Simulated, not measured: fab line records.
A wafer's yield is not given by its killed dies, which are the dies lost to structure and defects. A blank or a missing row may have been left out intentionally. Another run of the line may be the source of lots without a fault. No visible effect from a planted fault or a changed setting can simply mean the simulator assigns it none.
fab line records / flow n5_finfet / part 2 of 2: steps 37 to 37 of 37
[record] lots = 6 wafers = 18 last_day = 17
route steps=1938 shown BEOL_M2@889 BEOL_M4@1111 PASSIVATION@1936
lots that met no fault: from a run of the same line without faults
start_h: the number of hours between the record's first day and the start of the first shown wafer of the lot / wait_h: hours from the lot's prior step to this one / " identical to the entry in the row above / L1.1+2: a single row standing in for several wafers / - no value, or no start given / * or withheld: withheld / < > ~ a bound
route shown NAME@n: a module of which the file shows steps, and the number in the route of the first / usual: the fault-free wafers' mean and standard deviation / same: alike in all rows / chamber/n: place in a boat / sites: the reading at each site / _std_site: their standard deviation / _edge_site: the outer-site mean with the inner-site mean subtracted / radius_mm: how far each site lies from the wafer's centre / mask NAME#n: copy n / behind: the tool/chamber that last shaped the wafer / hold: why the lot went on hold/how many hours it stayed there/how the hold came to an end / device: whichever transistor did not switch (one of n, p or np) / end of line: the route-end tests of the same wafers / where a step has no rows: the recipe by itself / killed: dies lost to structure and defects at the first sort, not the wafer's yield / map: the dies of a wafer, with x for killed, . for not killed, _ for no die there
set.NAME: the setting as run; set.NAME@STEP: as run at that earlier step / model.NAME: the simulator's own value behind a step, which no gauge read
lots seen at some steps along the route; tables by step, rows by wafer
services: a tool's chamber out of use, with start hour (start_h, from the record's first day; less than 0 if before it), hours out, and reason
[[steps]]
[step N5_PASSIVATION_PROBE_49]
[usual] defect_limited_yield = 91.1/1.4 killed_at_M0_to_M3 = 33/9.1 killed_at_M4_up = 14/5.6 killed_at_contacts = 13/5.7 killed_at_front_end = 42/12 killed_at_other = 4/3 killed_dies = 105/16 killed_on_rim = 13/4 killed_open = 69/11 killed_short = 34/7.5 sort_bin_4_leakage = 0.00/0.0072 sort_bin_5_function = 5.2/0.91 sort_bin_6_memory = 3.3/0.64 sort_bin_8_speed = 0.0/0.37 sort_n_pass = 1075/16 sort_yield_pct = 91.1/1.4
[same] gross_dies = 1180 killed_at_back_side = 0
lot.wafer=L689.3 tool=prober-01 chamber=- start_h=274.16 wait_h=0.1 defect_limited_yield[%]=90.8 killed_at_M0_to_M3=35 killed_at_M4_up=17 killed_at_contacts=10 killed_at_front_end=42 killed_at_other=4 killed_dies=108 killed_on_rim=14 killed_open=70 killed_short=34 sort_bin_4_leakage[%]=0 sort_bin_5_function[%]=5.1 sort_bin_6_memory[%]=3.6 sort_bin_8_speed[%]=0 sort_n_pass=1072 sort_yield_pct[%]=90.8
lot.wafer=L689.4 tool=prober-01 chamber=- start_h=274.21 wait_h=0.2 defect_limited_yield[%]=91.4 killed_at_M0_to_M3=43 killed_at_M4_up=19 killed_at_contacts=6 killed_at_front_end=32 killed_at_other=1 killed_dies=101 killed_on_rim=18 killed_open=71 killed_short=30 sort_bin_4_leakage[%]=0 sort_bin_5_function[%]=5.0 sort_bin_6_memory[%]=3.3 sort_bin_8_speed[%]=0 sort_n_pass=1079 sort_yield_pct[%]=91.4
lot.wafer=L689.6 tool=prober-01 chamber=- start_h=274.31 wait_h=0.3 defect_limited_yield[%]=89.7 killed_at_M0_to_M3=58 killed_at_M4_up=22 killed_at_contacts=6 killed_at_front_end=34 killed_at_other=2 killed_dies=122 killed_on_rim=14 killed_open=80 killed_short=39 sort_bin_4_leakage[%]=0 sort_bin_5_function[%]=6.5 sort_bin_6_memory[%]=3.6 sort_bin_8_speed[%]=0 sort_n_pass=1058 sort_yield_pct[%]=89.7
lot.wafer=L692.1 tool=prober-01 chamber=- start_h=300.72 wait_h=0.4 defect_limited_yield[%]=0 killed_at_M0_to_M3=1114 killed_at_M4_up=9 killed_at_contacts=13 killed_at_front_end=38 killed_at_other=6 killed_dies=1180 killed_on_rim=152 killed_open=68 killed_short=37 sort_bin_4_leakage[%]=91.02 sort_bin_5_function[%]=5.2 sort_bin_6_memory[%]=3.6 sort_bin_8_speed[%]=0 sort_n_pass=0 sort_yield_pct[%]=0
lot.wafer=L692.4 tool=prober-01 chamber=- start_h=300.87 wait_h=0.6 defect_limited_yield[%]=0 killed_at_M0_to_M3=1087 killed_at_M4_up=13 killed_at_contacts=16 killed_at_front_end=57 killed_at_other=7 killed_dies=1180 killed_on_rim=152 killed_open=79 killed_short=35 sort_bin_4_leakage[%]=90.08 sort_bin_5_function[%]=5.8 sort_bin_6_memory[%]=3.5 sort_bin_8_speed[%]=0 sort_n_pass=0 sort_yield_pct[%]=0
lot.wafer=L692.5 tool=prober-01 chamber=- start_h=300.92 wait_h=0.6 defect_limited_yield[%]=0 killed_at_M0_to_M3=1102 killed_at_M4_up=7 killed_at_contacts=13 killed_at_front_end=57 killed_at_other=1 killed_dies=1180 killed_on_rim=152 killed_open=62 killed_short=39 sort_bin_4_leakage[%]=91.27 sort_bin_5_function[%]=5.6 sort_bin_6_memory[%]=2.8 sort_bin_8_speed[%]=0 sort_n_pass=0 sort_yield_pct[%]=0
lot.wafer=L693.2 tool=prober-01 chamber=- start_h=311.06 wait_h=0.2 defect_limited_yield[%]=0 killed_at_M0_to_M3=1099 killed_at_M4_up=11 killed_at_contacts=17 killed_at_front_end=47 killed_at_other=6 killed_dies=1180 killed_on_rim=152 killed_open=76 killed_short=38 sort_bin_4_leakage[%]=90.08 sort_bin_5_function[%]=5.0 sort_bin_6_memory[%]=4.2 sort_bin_8_speed[%]=0 sort_n_pass=0 sort_yield_pct[%]=0
lot.wafer=L693.4 tool=prober-01 chamber=- start_h=311.16 wait_h=0.3 defect_limited_yield[%]=0 killed_at_M0_to_M3=1108 killed_at_M4_up=23 killed_at_contacts=10 killed_at_front_end=38 killed_at_other=1 killed_dies=1180 killed_on_rim=152 killed_open=65 killed_short=33 sort_bin_4_leakage[%]=91.61 sort_bin_5_function[%]=5.3 sort_bin_6_memory[%]=2.4 sort_bin_8_speed[%]=0 sort_n_pass=0 sort_yield_pct[%]=0
lot.wafer=L693.5 tool=prober-01 chamber=- start_h=311.21 wait_h=0.4 defect_limited_yield[%]=0 killed_at_M0_to_M3=1111 killed_at_M4_up=13 killed_at_contacts=11 killed_at_front_end=44 killed_at_other=1 killed_dies=1180 killed_on_rim=152 killed_open=66 killed_short=22 sort_bin_4_leakage[%]=92.20 sort_bin_5_function[%]=4.6 sort_bin_6_memory[%]=2.9 sort_bin_8_speed[%]=0 sort_n_pass=0 sort_yield_pct[%]=0
lot.wafer=L704.3 tool=prober-01 chamber=- start_h=378.34 wait_h=0.1 defect_limited_yield[%]=90.5 killed_at_M0_to_M3=26 killed_at_M4_up=24 killed_at_contacts=11 killed_at_front_end=45 killed_at_other=6 killed_dies=112 killed_on_rim=16 killed_open=72 killed_short=39 sort_bin_4_leakage[%]=0 sort_bin_5_function[%]=5.8 sort_bin_6_memory[%]=3.3 sort_bin_8_speed[%]=0 sort_n_pass=1068 sort_yield_pct[%]=90.5
lot.wafer=L704.5 tool=prober-01 chamber=- start_h=378.44 wait_h=0.2 defect_limited_yield[%]=88.4 killed_at_M0_to_M3=44 killed_at_M4_up=15 killed_at_contacts=15 killed_at_front_end=56 killed_at_other=7 killed_dies=137 killed_on_rim=17 killed_open=91 killed_short=46 sort_bin_4_leakage[%]=0 sort_bin_5_function[%]=7.1 sort_bin_6_memory[%]=4.2 sort_bin_8_speed[%]=0 sort_n_pass=1043 sort_yield_pct[%]=88.4
lot.wafer=L704.6 tool=prober-01 chamber=- start_h=378.49 wait_h=0.3 defect_limited_yield[%]=89.1 killed_at_M0_to_M3=23 killed_at_M4_up=22 killed_at_contacts=15 killed_at_front_end=60 killed_at_other=9 killed_dies=129 killed_on_rim=17 killed_open=82 killed_short=46 sort_bin_4_leakage[%]=0 sort_bin_5_function[%]=6.8 sort_bin_6_memory[%]=3.7 sort_bin_8_speed[%]=0 sort_n_pass=1051 sort_yield_pct[%]=89.1
lot.wafer=L707.1 tool=prober-02 chamber=- start_h=390.05 wait_h=0.0 defect_limited_yield[%]=94.7 killed_at_M0_to_M3=17 killed_at_M4_up=15 killed_at_contacts=5 killed_at_front_end=25 killed_at_other=1 killed_dies=63 killed_on_rim=9 killed_open=46 killed_short=17 sort_bin_4_leakage[%]=0 sort_bin_5_function[%]=3.3 sort_bin_6_memory[%]=1.9 sort_bin_8_speed[%]=0 sort_n_pass=1117 sort_yield_pct[%]=94.7
lot.wafer=L707.4 tool=prober-02 chamber=- start_h=390.20 wait_h=0.2 defect_limited_yield[%]=92.8 killed_at_M0_to_M3=34 killed_at_M4_up=16 killed_at_contacts=11 killed_at_front_end=20 killed_at_other=4 killed_dies=85 killed_on_rim=8 killed_open=63 killed_short=20 sort_bin_4_leakage[%]=0 sort_bin_5_function[%]=4.1 sort_bin_6_memory[%]=2.8 sort_bin_8_speed[%]=4.4 sort_n_pass=1043 sort_yield_pct[%]=88.4
lot.wafer=L707.6 tool=prober-02 chamber=- start_h=390.30 wait_h=0.3 defect_limited_yield[%]=91.0 killed_at_M0_to_M3=28 killed_at_M4_up=14 killed_at_contacts=6 killed_at_front_end=52 killed_at_other=6 killed_dies=106 killed_on_rim=12 killed_open=68 killed_short=37 sort_bin_4_leakage[%]=0 sort_bin_5_function[%]=5.8 sort_bin_6_memory[%]=3.0 sort_bin_8_speed[%]=0 sort_n_pass=1074 sort_yield_pct[%]=91.0
lot.wafer=L708.4 tool=prober-02 chamber=- start_h=411.73 wait_h=0.2 defect_limited_yield[%]=91.6 killed_at_M0_to_M3=18 killed_at_M4_up=15 killed_at_contacts=10 killed_at_front_end=53 killed_at_other=3 killed_dies=99 killed_on_rim=9 killed_open=70 killed_short=27 sort_bin_4_leakage[%]=0 sort_bin_5_function[%]=4.7 sort_bin_6_memory[%]=3.6 sort_bin_8_speed[%]=0 sort_n_pass=1081 sort_yield_pct[%]=91.6
lot.wafer=L708.5 tool=prober-02 chamber=- start_h=411.78 wait_h=0.2 defect_limited_yield[%]=89.0 killed_at_M0_to_M3=40 killed_at_M4_up=14 killed_at_contacts=30 killed_at_front_end=43 killed_at_other=3 killed_dies=130 killed_on_rim=19 killed_open=87 killed_short=41 sort_bin_4_leakage[%]=0 sort_bin_5_function[%]=6.1 sort_bin_6_memory[%]=4.5 sort_bin_8_speed[%]=0 sort_n_pass=1050 sort_yield_pct[%]=89.0
lot.wafer=L708.6 tool=prober-02 chamber=- start_h=411.83 wait_h=0.3 defect_limited_yield[%]=89.7 killed_at_M0_to_M3=18 killed_at_M4_up=12 killed_at_contacts=18 killed_at_front_end=65 killed_at_other=9 killed_dies=122 killed_on_rim=11 killed_open=76 killed_short=44 sort_bin_4_leakage[%]=0 sort_bin_5_function[%]=6.6 sort_bin_6_memory[%]=3.3 sort_bin_8_speed[%]=0 sort_n_pass=1058 sort_yield_pct[%]=89.7
// killed by level:class
L689.3 BEOL_M1:geometric_particle:open=9 BEOL_M4:geometric_particle:open=8 FIN_SAQP:geometric_particle:open=7 BEOL_M2:geometric_particle:open=7 GATE_CUT:geometric_particle:short=7 FIN_SAQP:geometric_particle:short=6 STI_FIN_REVEAL:geometric_particle:open=6 BEOL_M0_SAQP:geometric_particle:short=5
L689.4 FIN_SAQP:geometric_particle:open=9 BEOL_M0_SAQP:geometric_particle:short=9 BEOL_M0_SAQP:geometric_particle:open=7 BEOL_M1:geometric_particle:open=7 BEOL_M2:geometric_particle:open=7 BEOL_M3:geometric_particle:open=6 BEOL_M4:geometric_particle:open=6 MOL_CONTACT_COAG:geometric_particle:open=5
L689.6 BEOL_M0_SAQP:geometric_particle:open=19 BEOL_M0_SAQP:geometric_particle:short=13 BEOL_M4:geometric_particle:open=11 BEOL_M2:geometric_particle:open=9 BEOL_M1:geometric_particle:open=8 STI_FIN_REVEAL:geometric_particle:open=7 GATE_CUT:geometric_particle:short=5 FIN_SAQP:geometric_particle:open=4
L692.1 BEOL_M2:area_ald=1055 M2:area_ald=19 MOL_CONTACT_COAG:geometric_particle:open=13 BEOL_M3:geometric_particle:open=12 BEOL_M0_SAQP:geometric_particle:open=10 BEOL_M0_SAQP:geometric_particle:short=9 FIN_SAQP:geometric_particle:short=8 FIN_SAQP:geometric_particle:open=6
L692.4 BEOL_M2:area_ald=1041 M2:area_ald=22 FIN_SAQP:geometric_particle:open=19 MOL_CONTACT_COAG:geometric_particle:open=14 STI_FIN_REVEAL:geometric_particle:open=12 FIN_SAQP:geometric_particle:short=9 BEOL_M0_SAQP:geometric_particle:short=5 BEOL_M2:geometric_particle:open=4
L692.5 BEOL_M2:area_ald=1066 FIN_SAQP:geometric_particle:open=16 FIN_SAQP:geometric_particle:short=14 BEOL_M0_SAQP:geometric_particle:short=12 MOL_CONTACT_COAG:geometric_particle:open=12 M2:area_ald=11 DUMMY_GATE:geometric_particle:open=7 STARTING-WAFER:geometric_particle:open=5
L693.2 BEOL_M2:area_ald=1050 MOL_CONTACT_COAG:geometric_particle:open=13 BEOL_M0_SAQP:geometric_particle:open=13 M2:area_ald=13 BEOL_M0_SAQP:geometric_particle:short=8 FIN_SAQP:geometric_particle:short=7 FIN_SAQP:geometric_particle:open=7 BEOL_M3:geometric_particle:open=7
L693.4 BEOL_M2:area_ald=1059 M2:area_ald=22 BEOL_M4:geometric_particle:open=12 STI_FIN_REVEAL:geometric_particle:open=10 MOL_CONTACT_COAG:geometric_particle:open=10 FIN_SAQP:geometric_particle:short=9 BEOL_M0_SAQP:geometric_particle:short=7 BEOL_M0_SAQP:geometric_particle:open=5
L693.5 BEOL_M2:area_ald=1068 M2:area_ald=20 STI_FIN_REVEAL:geometric_particle:open=15 MOL_CONTACT_COAG:geometric_particle:open=10 BEOL_M4:geometric_particle:open=6 FIN_SAQP:geometric_particle:open=5 DUMMY_GATE:geometric_particle:open=5 BEOL_M0_SAQP:geometric_particle:short=4
L704.3 BEOL_M4:geometric_particle:open=13 FIN_SAQP:geometric_particle:short=12 FIN_SAQP:geometric_particle:open=12 MOL_CONTACT_COAG:geometric_particle:open=8 BEOL_M1:geometric_particle:open=5 BEOL_M3:geometric_particle:open=5 DUMMY_GATE:geometric_particle:open=4 ILD0:geometric_particle:short=4
L704.5 STI_FIN_REVEAL:geometric_particle:open=18 FIN_SAQP:geometric_particle:open=12 MOL_CONTACT_COAG:geometric_particle:open=12 BEOL_M4:geometric_particle:open=10 BEOL_M2:geometric_particle:open=9 FIN_SAQP:geometric_particle:short=8 BEOL_M3:geometric_particle:open=8 BEOL_M0_SAQP:geometric_particle:short=8
L704.6 BEOL_M4:geometric_particle:open=14 MOL_CONTACT_COAG:geometric_particle:open=14 FIN_SAQP:geometric_particle:short=12 FIN_SAQP:geometric_particle:open=12 STI_FIN_REVEAL:geometric_particle:open=9 BEOL_M3:geometric_particle:open=8 BEOL_M0_SAQP:geometric_particle:short=7 GATE_CUT:geometric_particle:short=6
L707.1 STI_FIN_REVEAL:geometric_particle:open=6 BEOL_M4:geometric_particle:open=6 BEOL_M3:geometric_particle:open=5 BEOL_M0_SAQP:geometric_particle:open=5 STARTING-WAFER:geometric_particle:open=5 DUMMY_GATE:geometric_particle:open=4 GATE_CUT:geometric_particle:short=4 MOL_CONTACT_COAG:geometric_particle:open=4
L707.4 BEOL_M1:geometric_particle:open=11 MOL_CONTACT_COAG:geometric_particle:open=9 BEOL_M3:geometric_particle:open=7 BEOL_M2:geometric_particle:open=6 STI_FIN_REVEAL:geometric_particle:open=5 BEOL_M4:geometric_particle:short=5 DUMMY_GATE:geometric_particle:open=3 GATE_CUT:geometric_particle:short=3
L707.6 FIN_SAQP:geometric_particle:open=13 FIN_SAQP:geometric_particle:short=10 STI_FIN_REVEAL:geometric_particle:open=10 BEOL_M0_SAQP:geometric_particle:short=8 BEOL_M3:geometric_particle:open=7 MOL_CONTACT_COAG:geometric_particle:open=6 BEOL_M0_SAQP:geometric_particle:open=5 STARTING-WAFER:geometric_particle:open=5
L708.4 FIN_SAQP:geometric_particle:open=17 STI_FIN_REVEAL:geometric_particle:open=10 FIN_SAQP:geometric_particle:short=8 MOL_CONTACT_COAG:geometric_particle:open=8 BEOL_M4:geometric_particle:open=8 BEOL_M0_SAQP:geometric_particle:short=4 BEOL_M0_SAQP:geometric_particle:open=4 BEOL_M1:geometric_particle:open=4
L708.5 MOL_CONTACT_COAG:geometric_particle:open=19 BEOL_M1:geometric_particle:open=17 FIN_SAQP:geometric_particle:short=13 MOL_CONTACT_COAG:geometric_particle:short=10 STI_FIN_REVEAL:geometric_particle:open=10 BEOL_M2:geometric_particle:open=7 FIN_SAQP:geometric_particle:open=6 BEOL_M3:geometric_particle:open=6
L708.6 STI_FIN_REVEAL:geometric_particle:open=17 MOL_CONTACT_COAG:geometric_particle:open=15 FIN_SAQP:geometric_particle:open=11 FIN_SAQP:geometric_particle:short=9 STI_FIN_REVEAL:geometric_particle:short=9 BEOL_M3:geometric_particle:open=6 STARTING-WAFER:geometric_particle:short=4 BEOL_M1:geometric_particle:open=4
// map L692.1 (x killed, . not)
_________________xxxxxxxxxxxx________________
______________xxxxxxxxxxxxxxxxxx_____________
___________xxxxxxxxxxxxxxxxxxxxxxxx__________
__________xxxxxxxxxxxxxxxxxxxxxxxxxx_________
________xxxxxxxxxxxxxxxxxxxxxxxxxxxxxx_______
_______xxxxxxxxxxxxxxxxxxxxxxxxxxxxxxxx______
______xxxxxxxxxxxxxxxxxxxxxxxxxxxxxxxxxx_____
_____xxxxxxxxxxxxxxxxxxxxxxxxxxxxxxxxxxxx____
____xxxxxxxxxxxxxxxxxxxxxxxxxxxxxxxxxxxxxx___
___xxxxxxxxxxxxxxxxxxxxxxxxxxxxxxxxxxxxxxxx__
___xxxxxxxxxxxxxxxxxxxxxxxxxxxxxxxxxxxxxxxx__
__xxxxxxxxxxxxxxxxxxxxxxxxxxxxxxxxxxxxxxxxxx_
__xxxxxxxxxxxxxxxxxxxxxxxxxxxxxxxxxxxxxxxxxx_
_xxxxxxxxxxxxxxxxxxxxxxxxxxxxxxxxxxxxxxxxxxxx
_xxxxxxxxxxxxxxxxxxxxxxxxxxxxxxxxxxxxxxxxxxxx
_xxxxxxxxxxxxxxxxxxxxxxxxxxxxxxxxxxxxxxxxxxxx
_xxxxxxxxxxxxxxxxxxxxxxxxxxxxxxxxxxxxxxxxxxxx
_xxxxxxxxxxxxxxxxxxxxxxxxxxxxxxxxxxxxxxxxxxxx
_xxxxxxxxxxxxxxxxxxxxxxxxxxxxxxxxxxxxxxxxxxxx
_xxxxxxxxxxxxxxxxxxxxxxxxxxxxxxxxxxxxxxxxxxxx
_xxxxxxxxxxxxxxxxxxxxxxxxxxxxxxxxxxxxxxxxxxxx
__xxxxxxxxxxxxxxxxxxxxxxxxxxxxxxxxxxxxxxxxxx_
__xxxxxxxxxxxxxxxxxxxxxxxxxxxxxxxxxxxxxxxxxx_
___xxxxxxxxxxxxxxxxxxxxxxxxxxxxxxxxxxxxxxxx__
___xxxxxxxxxxxxxxxxxxxxxxxxxxxxxxxxxxxxxxxx__
____xxxxxxxxxxxxxxxxxxxxxxxxxxxxxxxxxxxxxx___
_____xxxxxxxxxxxxxxxxxxxxxxxxxxxxxxxxxxxx____
______xxxxxxxxxxxxxxxxxxxxxxxxxxxxxxxxxx_____
_______xxxxxxxxxxxxxxxxxxxxxxxxxxxxxxxx______
________xxxxxxxxxxxxxxxxxxxxxxxxxxxxxx_______
__________xxxxxxxxxxxxxxxxxxxxxxxxxx_________
___________xxxxxxxxxxxxxxxxxxxxxxxx__________
______________xxxxxxxxxxxxxxxxxx_____________
_________________xxxxxxxxxxxx________________
// map L693.2 (x killed, . not)
_________________xxxxxxxxxxxx________________
______________xxxxxxxxxxxxxxxxxx_____________
___________xxxxxxxxxxxxxxxxxxxxxxxx__________
__________xxxxxxxxxxxxxxxxxxxxxxxxxx_________
________xxxxxxxxxxxxxxxxxxxxxxxxxxxxxx_______
_______xxxxxxxxxxxxxxxxxxxxxxxxxxxxxxxx______
______xxxxxxxxxxxxxxxxxxxxxxxxxxxxxxxxxx_____
_____xxxxxxxxxxxxxxxxxxxxxxxxxxxxxxxxxxxx____
____xxxxxxxxxxxxxxxxxxxxxxxxxxxxxxxxxxxxxx___
___xxxxxxxxxxxxxxxxxxxxxxxxxxxxxxxxxxxxxxxx__
___xxxxxxxxxxxxxxxxxxxxxxxxxxxxxxxxxxxxxxxx__
__xxxxxxxxxxxxxxxxxxxxxxxxxxxxxxxxxxxxxxxxxx_
__xxxxxxxxxxxxxxxxxxxxxxxxxxxxxxxxxxxxxxxxxx_
_xxxxxxxxxxxxxxxxxxxxxxxxxxxxxxxxxxxxxxxxxxxx
_xxxxxxxxxxxxxxxxxxxxxxxxxxxxxxxxxxxxxxxxxxxx
_xxxxxxxxxxxxxxxxxxxxxxxxxxxxxxxxxxxxxxxxxxxx
_xxxxxxxxxxxxxxxxxxxxxxxxxxxxxxxxxxxxxxxxxxxx
_xxxxxxxxxxxxxxxxxxxxxxxxxxxxxxxxxxxxxxxxxxxx
_xxxxxxxxxxxxxxxxxxxxxxxxxxxxxxxxxxxxxxxxxxxx
_xxxxxxxxxxxxxxxxxxxxxxxxxxxxxxxxxxxxxxxxxxxx
_xxxxxxxxxxxxxxxxxxxxxxxxxxxxxxxxxxxxxxxxxxxx
__xxxxxxxxxxxxxxxxxxxxxxxxxxxxxxxxxxxxxxxxxx_
__xxxxxxxxxxxxxxxxxxxxxxxxxxxxxxxxxxxxxxxxxx_
___xxxxxxxxxxxxxxxxxxxxxxxxxxxxxxxxxxxxxxxx__
___xxxxxxxxxxxxxxxxxxxxxxxxxxxxxxxxxxxxxxxx__
____xxxxxxxxxxxxxxxxxxxxxxxxxxxxxxxxxxxxxx___
_____xxxxxxxxxxxxxxxxxxxxxxxxxxxxxxxxxxxx____
______xxxxxxxxxxxxxxxxxxxxxxxxxxxxxxxxxx_____
_______xxxxxxxxxxxxxxxxxxxxxxxxxxxxxxxx______
________xxxxxxxxxxxxxxxxxxxxxxxxxxxxxx_______
__________xxxxxxxxxxxxxxxxxxxxxxxxxx_________
___________xxxxxxxxxxxxxxxxxxxxxxxx__________
______________xxxxxxxxxxxxxxxxxx_____________
_________________xxxxxxxxxxxx________________
[[services]]
tool=pvd_sputter-01 chamber=- start_h=129.27 hours=6.9 kind=repair
tool=rie_diel-04 chamber=3 start_h=133.21 hours=1.2 kind=repair
tool=cmp-03 chamber=- start_h=152.68 hours=4.0 kind=pm
tool=pvd_sputter-01 chamber=- start_h=161.78 hours=0.8 kind=repair
tool=cmp-01 chamber=- start_h=165.80 hours=0.3 kind=repair
tool=ald_metal-04 chamber=- start_h=181.93 hours=6.0 kind=pm
tool=cmp-01 chamber=- start_h=182.22 hours=4.0 kind=pm
tool=cmp-01 chamber=- start_h=186.22 hours=4.1 kind=pm
tool=cmp-03 chamber=- start_h=192.87 hours=3.3 kind=repair
tool=ald_metal-03 chamber=- start_h=217.57 hours=1.8 kind=repair
tool=cmp-02 chamber=- start_h=220.16 hours=4.0 kind=pm
tool=rie_diel-04 chamber=2 start_h=220.67 hours=- kind=clean
tool=rie_diel-04 chamber=2 start_h=220.67 hours=- kind=consumable_replace:focus_ring
tool=rie_diel-04 chamber=2 start_h=220.67 hours=14.0 kind=scheduled_down
tool=rie_diel-04 chamber=2 start_h=220.67 hours=14.0 kind=vent_cycle
tool=ald_metal-04 chamber=- start_h=225.09 hours=1.3 kind=repair
tool=rie_diel-02 chamber=2 start_h=231.84 hours=21.6 kind=repair
tool=rie_diel-04 chamber=3 start_h=234.81 hours=- kind=clean
tool=ald_metal-01 chamber=0 start_h=234.92 hours=2.9 kind=repair
tool=ald_metal-04 chamber=1 start_h=236.48 hours=6.2 kind=repair
tool=cmp-01 chamber=- start_h=238.83 hours=2.8 kind=repair
tool=cmp-02 chamber=- start_h=243.49 hours=2.6 kind=repair
tool=cmp-03 chamber=- start_h=250.71 hours=4.4 kind=repair
tool=rie_diel-04 chamber=2 start_h=265.77 hours=9.3 kind=repair
[[key]]
[first_sign] step = N5_BEOL_M2_ALD_84 reading = tool_record direction = missing
[effect] step = N5_BEOL_M2_CMP_52 reading = barrier_field_endpoint_s direction = down sigmas = 3.5 usual = 24.9 struck = 22.8
[effect] step = N5_PASSIVATION_PROBE_49 reading = sort_bin_4_leakage direction = up sigmas = 99+ usual = 0.00 struck = 91.05
[more_kills_born_at] N5_BEOL_M2_ALD_84@ald_metal-04 = 3232 N5_BEOL_M2_ALD_84@ald_metal-01 = 3213
met_at N5_BEOL_M2_ALD_84
struck_wafers L692.1,L692.4,L692.5,L693.2,L693.4,L693.5
later_rows_left_out L692.1,L692.4,L692.5,L693.2,L693.4,L693.5
onset_between 153.06 171.04
[fault] kind = skipped_step_whole tool = ald_metal-01,ald_metal-04 chamber = - onset_h = 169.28 steps = N5_BEOL_M2_ALD_84 scope = struck_lots_only
// later_rows_left_out: the simulator's readings of these wafers behind a module that went badly wrong aren't trusted and aren't shown, but for the sort
